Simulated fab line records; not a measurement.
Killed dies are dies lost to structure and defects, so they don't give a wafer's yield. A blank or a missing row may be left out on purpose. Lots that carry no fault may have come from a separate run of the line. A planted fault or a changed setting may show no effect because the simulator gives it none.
fab line records	flow n5-finfet
[record] lots = 9	wafers = 27	last-day = 19
route steps=1938 shown HKMG_FIN@403 BEOL_M4@1111
lots with no fault: from the same line, run without faults
start-h: the number of hours between the record's first day and the start of the first shown wafer of the lot	wait-h: hours since the lot's step before	" as in the row above	L1.1+2: a single row standing in for several wafers	- no value, or no start given	* or withheld: withheld	< > ~ a bound
route shown NAME@n: NAME is a module with steps in the file, n the number in the route of the first one	usual: mean/standard deviation of fault-free wafers	same: alike in all rows	chamber/n: place in a boat	sites: each site's reading	_std_site: their standard deviation	_edge_site: the outer-site mean with the inner-site mean subtracted	radius-mm: how far each site lies from the wafer's centre	mask NAME#n: copy n	behind: the last tool/chamber to shape the wafer	hold: reason for holding the lot/hours on hold/outcome of the hold	device: the transistor (n, p or np) that didn't switch	end of line: the tests these same wafers got at the end of their route	for a step that has no rows: nothing shown but its recipe	killed: at the first sort, the dies lost to defects and structure; wafer yield is something else	map: a wafer's dies, x killed, . not, _ none there
set.NAME: the run value of the setting; set.NAME@STEP: its run value at that earlier step	model.NAME: the simulator's own value behind a step, which no gauge read
one table for each step of the route and one row for each wafer, over a sample of lots
services: when a tool's chamber went out of use (start-h, in hours from the record's first day, below 0 if earlier), for how many hours, and the reason
[[steps]]
[step N5_HKMG_FIN_ETCH_55]
[recipe] chemistry = N2/H2	target = SOC	target-depth-a = 2400	temp-c = 40	time-s = 300	ion-energy-ev = 200	mask-material = SiARC	pressure-mtorr = 30	source-w = 840	bias-w = 150	n2-flow-sccm = 200	h2-flow-sccm = 200
[usual] drypump-motor-current-A = 5.5/0.39	oes-product-au = 0.81/0.084	rf-vpp-V = 525.2/2	showerhead-plenum-p-Torr = 2.59/0.069	throttle-valve-pct = 17.81/0.23
lot.wafer	tool	chamber	start-h	wait-h	drypump-motor-current-A	oes-product-au	rf-hours-counter-h	rf-vpp-V	showerhead-plenum-p-Torr	throttle-valve-pct
L378.2	rie-diel-02	2	74.34	0.0	5.5	0.77	142	524.2	2.54	17.66
L378.3	"	3	"	"	5.1	0.78	136	527.3	2.65	17.68
L378.4	"	1	"	"	4.7	0.86	60	524.8	2.58	17.97
L382.1	rie-diel-02	0	110.94	0.0	5.7	0.71	201	526.7	2.64	18.32
L382.3	"	1	"	"	4.7	0.84	72	523.9	2.57	17.97
L382.4	"	2	"	"	5.5	0.74	153	524.9	2.53	17.68
L385.3	rie-diel-04	2	116.97	0.0	5.4	0.89	44	525.5	2.59	17.81
L385.5	"	3	"	"	5.6	0.88	-	525.0	2.59	17.74
L385.6	"	0	"	"	5.8	0.72	-	523.0	2.52	17.85
L386.2	rie-diel-01	2	118.31	0.0	6.1	0.92	28	529.1	2.70	17.52
L386.4	"	1	"	"	5.9	0.70	202	527.4	2.62	17.91
L386.5	"	0	"	"	5.3	0.91	-	528.7	2.69	17.57
L389.1	rie-diel-02	2	134.95	0.0	5.5	0.74	164	524.0	2.53	17.70
L389.2	"	1	"	"	4.7	0.83	83	524.0	2.57	18.00
L389.3	"	0	"	"	5.7	0.71	206	525.1	2.63	18.34
L393.3	rie-diel-04	3	162.44	0.0	5.6	0.87	44	525.3	2.58	17.75
L393.4	"	0	"	"	5.7	0.71	216	523.7	2.51	17.90
L393.5	"	1	"	"	5.4	0.90	-	523.3	2.49	17.82
L395.1	rie-diel-02	0	173.96	0.0	5.6	0.70	219	527.0	2.63	18.35
L395.3	"	1	"	"	4.7	0.82	92	525.1	2.57	18.00
L395.6	"	2	"	"	5.5	0.72	-	523.6	2.52	17.72
L400.4	rie-diel-01	3	210.32	0.0	5.7	0.87	52	522.3	2.48	17.64
L400.5	"	3	"	"	5.7	0.86	-	521.7	2.48	17.65
L400.6	"	0	"	"	5.3	0.86	-	527.8	2.68	17.63
L401.1	rie-diel-01	2	213.50	0.0	6.1	0.87	63	526.1	2.68	17.59
L401.3	"	1	"	"	5.9	0.67	231	526.8	2.61	17.95
L401.6	"	2	"	"	6.1	0.88	-	528.4	2.68	17.58
[step N5_HKMG_FIN_ALD_79]
[recipe] material = TiN	target-thk-a = 15	temp-c = 400	ald-precursor-family = TiCl4	ald-co-reactant = NH3	pulse-time-s = 1	purge-time-s = 3	co-reactant-purge-time-s = 2	co-reactant-pulse-time-s = 2	ald-cycles = 68	pressure-torr = 3
[usual] chamber-pressure-Torr = 3.001/0.0062	heater-power-outer-w = 569/55	heater-power-w = 928/85	precursor-pulse-height-rel = 0.999/0.019	susceptor-temp-C = 400.02/0.23
lot.wafer	tool	chamber	start-h	wait-h	chamber-pressure-Torr	heater-power-outer-w	heater-power-w	precursor-pulse-height-rel	susceptor-temp-C
L378.2	ald-metal-03	3	75.61	0.0	3.004	614	1030	1.002	399.72
L378.3	"	2	"	"	3.001	567	933	1.023	399.53
L378.4	"	0	"	"	2.999	550	990	0.978	400.53
L382.1	ald-metal-03	3	112.24	0.0	2.998	614	981	1.019	400.30
L382.3	"	1	"	"	2.997	593	1013	1.000	400.15
L382.4	"	2	"	"	3.002	562	941	0.976	400.21
L385.3	ald-metal-03	0	118.24	0.0	3.009	571	963	1.046	399.60
L385.5	"	0	"	"	3.000	555	973	1.017	400.00
L385.6	"	3	"	"	2.998	630	1010	0.977	400.29
L386.2	ald-metal-02	2	119.59	0.0	2.998	541	912	0.992	399.99
L386.4	"	1	"	"	2.990	545	817	1.007	399.72
L386.5	"	3	"	"	3.002	648	998	0.990	400.39
L389.1	ald-metal-01	1	136.22	0.0	2.999	648	1084	1.007	399.72
L389.2	"	3	"	"	3.001	457	764	0.996	399.74
L389.3	"	0	"	"	2.999	612	924	0.997	399.71
L393.3	ald-metal-02	3	163.71	0.0	3.003	659	988	0.994	400.44
L393.4	"	2	"	"	3.001	536	901	0.990	400.04
L393.5	"	1	"	"	3.008	542	823	0.966	400.15
L395.1	ald-metal-01	0	175.24	0.0	3.003	603	937	1.031	400.07
L395.3	"	1	"	"	2.991	646	1067	1.003	400.13
L395.6	"	3	"	"	3.003	459	767	0.971	399.75
L400.4	ald-metal-03	1	211.60	0.0	3.001	577	1007	0.991	399.69
L400.5	"	3	"	"	2.987	616	999	1.002	399.81
L400.6	"	2	"	"	2.997	566	935	1.029	400.40
L401.1	ald-metal-02	2	214.78	0.0	3.008	525	915	0.997	399.71
L401.3	"	0	"	"	3.009	543	830	0.980	400.14
L401.6	"	0	"	"	3.007	537	855	0.972	399.85
[step N5_HKMG_FIN_ALD_36]
[recipe] material = TiN	target-thk-a = 10	temp-c = 400	ald-precursor-family = TiCl4	ald-co-reactant = NH3	pulse-time-s = 1	purge-time-s = 3	co-reactant-purge-time-s = 2	co-reactant-pulse-time-s = 2	ald-cycles = 47	pressure-torr = 3
[usual] chamber-pressure-Torr = 3.000/0.0062	heater-power-outer-w = 572/47	heater-power-w = 938/84	precursor-pulse-height-rel = 1.001/0.02	susceptor-temp-C = 400.01/0.23
lot.wafer	tool	chamber	start-h	wait-h	chamber-pressure-Torr	heater-power-outer-w	heater-power-w	precursor-pulse-height-rel	susceptor-temp-C
L378.2	ald-metal-03	2	76.37	0.0	3.011	563	942	1.015	400.01
L378.3	"	3	"	"	3.008	632	1029	0.994	399.61
L378.4	"	1	"	"	3.002	589	1001	0.992	399.99
L382.1	ald-metal-01	3	112.99	0.0	3.008	464	771	0.992	400.35
L382.3	"	1	"	"	2.991	645	1104	1.011	400.01
L382.4	"	0	"	"	3.002	590	934	0.973	400.03
L385.3	ald-metal-03	2	119.14	0.0	3.005	574	949	0.995	399.81
L385.5	"	1	"	"	2.992	551	1015	1.002	400.12
L385.6	"	0	"	"	2.990	541	996	0.961	399.71
L386.2	ald-metal-03	3	120.36	0.0	3.002	625	1008	1.031	400.21
L386.4	"	2	"	"	2.995	576	933	1.001	399.89
L386.5	"	3	"	"	2.996	621	994	0.998	400.00
L389.1	ald-metal-02	2	137.03	0.0	2.994	532	890	0.997	399.87
L389.2	"	0	"	"	2.999	529	841	1.013	400.76
L389.3	"	1	"	"	3.008	532	827	0.956	399.91
L393.3	ald-metal-03	3	164.47	0.0	3.010	625	1034	0.969	400.38
L393.4	"	1	"	"	2.991	585	968	0.982	399.71
L393.5	"	0	"	"	3.001	609	1060	0.998	413.30
L395.1	ald-metal-03	3	176.01	0.0	2.996	635	1009	1.029	400.25
L395.3	"	0	"	"	3.000	610	1066	1.000	413.31
L395.6	"	1	"	"	3.006	562	994	1.004	399.69
L400.4	ald-metal-02	0	212.49	0.0	2.998	554	855	0.999	399.82
L400.5	"	2	"	"	2.993	538	929	1.011	399.87
L400.6	"	3	"	"	2.998	645	1008	1.016	400.22
L401.1	ald-metal-01	2	215.67	0.0	2.997	552	894	1.014	400.25
L401.3	"	1	"	"	2.999	637	1091	1.008	399.93
L401.6	"	1	"	"	2.997	654	1096	0.974	400.19
[step N5_HKMG_FIN_OVL_MEAS_13]
[recipe] points-per-wafer = 44
[usual] NWFM_OVL = 0.0/0.71
lot.wafer	tool	chamber	start-h	wait-h	NWFM_OVL[nm]
L378.2	overlay-01	0	77.56	0.0	-0.4
L378.3	"	0	"	"	-0.2
L378.4	"	0	"	"	0.0
L382.1	overlay-01	0	114.18	0.0	0.4
L382.3	"	0	"	"	0.6
L382.4	"	0	"	"	0.8
L385.3	overlay-01	0	120.33	0.0	0.6
L385.5	"	0	"	"	0.1
L385.6	"	0	"	"	0.9
L386.2	overlay-02	0	121.54	0.0	-0.1
L386.4	"	0	"	"	-0.1
L386.5	"	0	"	"	-1.1
L389.1	overlay-02	0	138.09	0.0	-0.6
L389.2	"	0	"	"	0.0
L389.3	"	0	"	"	0.2
L393.3	overlay-02	0	165.66	0.0	0.3
L393.4	"	0	"	"	0.6
L393.5	"	0	"	"	0.4
L395.1	overlay-01	0	177.07	0.0	0.3
L395.3	"	0	"	"	-0.5
L395.6	"	0	"	"	-0.3
L400.4	overlay-02	0	213.68	0.0	0.9
L400.5	"	0	"	"	-0.2
L400.6	"	0	"	"	0.0
L401.1	overlay-01	0	216.81	0.0	-0.8
L401.3	"	0	"	"	-1.7
L401.6	"	0	"	"	-1.1
[step N5_BEOL_M4_RC_MEAS_101]
[usual] DIBL_N = 36.2/1.2	DIBL_P = 36.3/1.3	IOFF_N = 0.155/0.019	IOFF_P = 0.210/0.029	ION_N = 677/8.6	ION_P = 465/6.8	SS_N = 71.4/0.48	SS_P = 73.2/0.53	VT_N = 249.9/2.4	VT_P = -250/3.2
lot.wafer	tool	chamber	start-h	wait-h	DIBL_N[mV/V]	DIBL_P[mV/V]	IOFF_N[nA/um]	IOFF_P[nA/um]	ION_N[uA/um]	ION_P[uA/um]	SS_N[mV/dec]	SS_P[mV/dec]	VT_N[mV]	VT_P[mV]
L378.2	prober-02	0	158.43	0.2	36.5	36.8	0.157	0.199	672	464	71.7	72.9	250.5	-252
L378.3	"	0	"	"	36.3	36.4	0.153	0.198	673	459	71.1	73.6	251.6	-250
L378.4	"	0	"	"	37.5	37.9	0.178	0.220	685	469	71.9	72.6	249.3	-250
L382.1	prober-02	0	199.88	0.0	35.7	36.0	0.144	0.215	671	463	71.6	73.4	251.6	-249
L382.3	"	0	"	"	37.4	38.4	0.182	0.245	678	469	70.9	74.0	246.6	-247
L382.4	"	0	"	"	37.0	37.4	0.166	0.222	666	464	71.0	73.7	249.5	-248
L385.3	prober-01	0	233.15	0.3	35.4	36.0	0.149	0.187	678	464	71.4	72.9	248.8	-254
L385.5	"	0	"	"	36.3	36.8	0.161	0.198	689	469	71.6	73.5	249.3	-252
L385.6	"	0	"	"	34.9	35.4	0.133	0.178	667	464	71.3	73.0	252.8	-255
L386.2	prober-02	0	233.38	0.2	35.4	35.1	0.155	0.235	679	473	71.8	73.3	247.3	-246
L386.4	"	0	"	"	36.1	35.5	0.165	0.245	683	477	71.8	73.4	248.0	-244
L386.5	"	0	"	"	35.5	35.5	0.158	0.257	671	474	71.6	73.4	248.7	-244
L389.1	prober-01	0	253.57	0.0	35.5	35.8	0.165	0.222	687	467	71.0	73.1	245.4	-249
L389.2	"	0	"	"	37.7	37.8	0.204	0.267	678	470	71.8	73.8	246.3	-248
L389.3	"	0	"	"	35.9	35.3	0.152	0.218	678	469	71.9	73.3	252.4	-250
L393.3	prober-01	0	265.65	0.3	37.0	37.8	0.187	0.269	680	469	71.5	74.1	245.6	-244
L393.4	"	0	"	"	36.3	37.1	0.175	0.266	696	479	71.9	73.7	247.8	-247
L393.5	"	0	"	"	36.7	37.1	0.172	0.273	686	481	71.8	73.1	245.8	-244
L395.1	prober-02	0	292.39	0.0	38.3	36.4	0.164	0.178	679	460	70.9	73.2	250.1	-255
L395.3	"	0	"	"	38.5	36.8	0.166	0.197	676	454	71.7	73.6	251.8	-252
L395.6	"	0	"	"	37.0	35.2	0.143	0.159	678	459	71.3	72.5	249.1	-256
L401.1	prober-02	0	322.78	0.0	35.4	33.4	0.128	0.159	657	451	70.9	72.4	252.2	-254
L401.3	"	0	"	"	36.9	35.5	0.159	0.188	673	459	71.7	72.8	250.4	-251
L401.6	"	0	"	"	37.4	36.0	0.164	0.199	674	458	71.9	73.6	249.7	-252
L400.4	prober-02	0	329.51	0.5	36.7	36.1	0.170	0.206	676	466	71.5	73.0	247.0	-251
L400.5	"	0	"	"	36.6	35.9	0.166	0.199	676	461	70.6	73.5	250.3	-252
L400.6	"	0	"	"	37.7	38.0	0.184	0.240	690	471	72.1	73.9	245.6	-249
[[services]]
tool	chamber	start-h	hours	kind
rie-diel-04	1	51.96	-	clean
rie-diel-04	1	51.96	-	consumable-replace:focus-ring
rie-diel-04	1	51.96	30.9	scheduled-down
rie-diel-04	1	51.96	30.9	vent-cycle
rie-diel-04	-	89.16	0.4	repair
ald-metal-01	-	91.28	0.6	repair
rie-diel-02	0	113.52	7.3	repair
rie-diel-01	1	136.85	10.3	repair
rie-diel-02	1	137.28	9.5	repair
rie-diel-04	3	144.66	14.2	repair
rie-diel-02	-	159.50	1.4	repair
rie-diel-01	0	183.85	7.7	repair
ald-metal-03	-	186.55	8.7	pm
rie-diel-02	3	195.74	3.8	repair
rie-diel-04	1	207.48	14.3	repair
rie-diel-04	-	209.64	0.6	repair
ald-metal-01	3	213.32	10.2	repair
[[key]]
[first-sign] step = N5_HKMG_FIN_ALD_36	reading = susceptor-temp-C	direction = up	sigmas = 58	usual = *	struck = *
effect none on later readings
met-at N5_HKMG_FIN_ALD_36
struck-lots L393,L395
struck-wafers L393.5,L395.3
not-acting-at N5_HKMG_FIN_ETCH_55,N5_HKMG_FIN_ALD_79,N5_HKMG_FIN_OVL_MEAS_13
onset-between 119.14 164.47
[fault] kind = process-parameter-drift	tool = ald-metal-03	chamber = 0	onset-h = 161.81	steps = N5_HKMG_FIN_ALD_36	channel = temp-c	offset = *	shape = step	end-h = 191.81	acts-in = *	stated = *
